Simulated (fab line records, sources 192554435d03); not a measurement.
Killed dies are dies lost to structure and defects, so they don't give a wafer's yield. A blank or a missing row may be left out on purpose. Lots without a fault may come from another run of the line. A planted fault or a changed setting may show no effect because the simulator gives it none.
Chamber matching | flow n5_finfet | N5_BEOL_M5_PECVD_70 on pecvd-04: 3 sister chambers
The step deposits SiO2 from TEOS/O2, target thk 16 nm, time 18 s. 3 wafers are shown with their chamber, then 9 later ones without.

WAFERS WITH THEIR CHAMBER
wafer  | chamber | throttle_valve_pct (%)
L086.5 | 0       | 22.7
L076.4 | 2       | 22.4
L076.6 | 1       | 25.3

WAFERS WITHOUT THEIR CHAMBER
wafer  | throttle_valve_pct (%)
L088.2 | 22.3
L088.3 | 22.4
L088.6 | 25.1
L092.1 | 25.1
L092.2 | 22.7
L092.4 | 25.1
L095.2 | 22.4
L095.5 | 25.2
L095.6 | 22.6

WHICH CHAMBER EACH WENT THROUGH
wafer  | from the rows above     | in truth
L088.2 | 2                       | 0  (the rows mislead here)
L088.3 | 2                       | 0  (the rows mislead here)
L088.6 | 1                       | 1
L092.1 | 1                       | 1
L092.2 | 0                       | 0
L092.4 | 1                       | 1
L095.2 | 2                       | 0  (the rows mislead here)
L095.5 | 1                       | 1
L095.6 | can't be placed: 0 or 2 | 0
Placed correctly: 5 of 9. Can't be placed from these rows: 1 (the true chamber is among the candidates in 1). Placed wrongly: 3.
How it was worked out, from the rows above alone: a wafer's distance from a chamber is the root of the sum, over the readings, of the square of ((its reading less the chamber's mean) divided by the reading's scatter). The wafer belongs to the nearest chamber; if the next one is less than 2 further off, it can't be placed. A chamber's mean is the mean of its shown wafers. The scatter: with one shown wafer a chamber, the root of the mean of the squares of how far each hidden wafer lies from its nearest shown one.
